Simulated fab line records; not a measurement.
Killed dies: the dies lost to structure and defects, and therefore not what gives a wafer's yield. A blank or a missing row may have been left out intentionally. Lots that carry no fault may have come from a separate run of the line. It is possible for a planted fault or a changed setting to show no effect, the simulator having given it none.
Code-filled problem report in 8D (eight disciplines) form ; flow n5Finfet ; the parts of the form that need people (team, actions taken, sign-off) are left out

1. WHAT WENT WRONG
Mean of cdNm at N5_BEOL_M3_CD_MEAS_28: 21.01 nm across 3 wafers in 3 lots; on wafers with no fault it is 25.74 nm (standard deviation 0.25). That puts it -19 standard deviations away from the usual mean.
The step: target cd 25.7 nm, target cd y 23.3 nm.
The first sign was on wafer L158.6 at day 8 13:29, on cdSem-03. Wafers with a number at this step in the record: 25, from 9 lots. The rule behind "out" and "out of limits": a value lying over 4 standard deviations away from the usual mean. The other wafers with a number count as sound.

2. WHAT IT IS, WHAT IT ISN'T
question;is;is not
which readings at this step;cdNm;-
which lots;L158, L159, L161;L153, L157, L169, L170, L173, L175
which wafers of those lots;L158.6, L159.5, L161.5;L158.3, L158.4, L159.3, L159.4, L161.1, L161.2
read on which gauges;cdSem-01, cdSem-03;cdSem-02
when;from day 8 13:29;"up to then (8 sound wafers); but 14 sound wafers of L159, L161, L169, L170, L173, L175 came after"

3. WHAT RULES OUT EACH SUSPECT
Counting: a tool at a process step up to the reading stays a suspect if it ran every lot that is out. Sound lots after the first of them don't rule it out here, since some wafers of a struck lot are sound.
- the gauge at N5_BEOL_M3_CD_MEAS_28: ruled out. Those wafers that are out were read across 2 gauges (cdSem-01, cdSem-03).
- euvScanner-02 at N5_BEOL_M3_EXPOSE_25 (exposes mask V2, defocus 5 nm): kept. It processed each lot that is out (first: L158, day 8 13:21); up to then, its last sound lot is L153 (day 7 08:50).
Left after counting: euvScanner-02 at N5_BEOL_M3_EXPOSE_25.

4. THE CAUSE (what the simulator had put in)
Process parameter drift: euvScanner-02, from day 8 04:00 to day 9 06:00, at N5_BEOL_M3_EXPOSE_25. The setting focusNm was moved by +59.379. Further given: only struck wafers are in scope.
Only this tool survived the counting.

5. SEQUENCE OF EFFECTS, ordered by route
One row per reading whose mean, taken over the struck wafers that have a number, lies over 3 standard deviations from the usual. Readings are gone through only where the record gives a usual standard deviation; hours: the median, over the lots, of the time from a lot's start at the first step in this table giving one to that lot's start at this step; sigmas: the change measured in usual standard deviations.
hours;step;reading;usual;on struck wafers;change;sigmas
0;N5_BEOL_M3_CD_MEAS_28;cdNm;25.74 nm;21.01;-4.73;-19
21;N5_BEOL_M4_RC_MEAS_101;CHAIN_V2;227 ohm/link;357;+130;+15
21;N5_BEOL_M4_RC_MEAS_101;CHAIN_V2_max_site;236 ohm/link;377;+141;+14
133;N5_PASSIVATION_PROBE_49;defectLimitedYield;91.0 %;46.6;-44.4;-28
133;N5_PASSIVATION_PROBE_49;killed_at_M0_to_M3;35;554;+519;+47
133;N5_PASSIVATION_PROBE_49;killedDies;106;630;+524;+28
133;N5_PASSIVATION_PROBE_49;killedOnRim;14;110;+96;+24
133;N5_PASSIVATION_PROBE_49;sort_bin_5_function;5.3 %;49.4;+44.1;+44
133;N5_PASSIVATION_PROBE_49;sortNPass;1073;550;-523;-28
133;N5_PASSIVATION_PROBE_49;sortYieldPct;91.0 %;46.6;-44.4;-28
The process steps in it:
- N5_PASSIVATION_PROBE_49
Later steps that measure or inspect, where all struck wafers having a row at the step show a number for every such reading and not one has moved that far: N5_BEOL_M3_OVL_MEAS_29.

6. WHAT WOULD HAVE CAUGHT IT SOONER
The first out-of-limits reading at a measuring or inspecting step in this record came at day 8 13:29, 9 hours after the fault's start at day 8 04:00.
Of the lots that are out (3), L159, L161 began N5_BEOL_M3_EXPOSE_25 on euvScanner-02 after day 8 13:29. A hold on the tool at that time would have spared those 2.
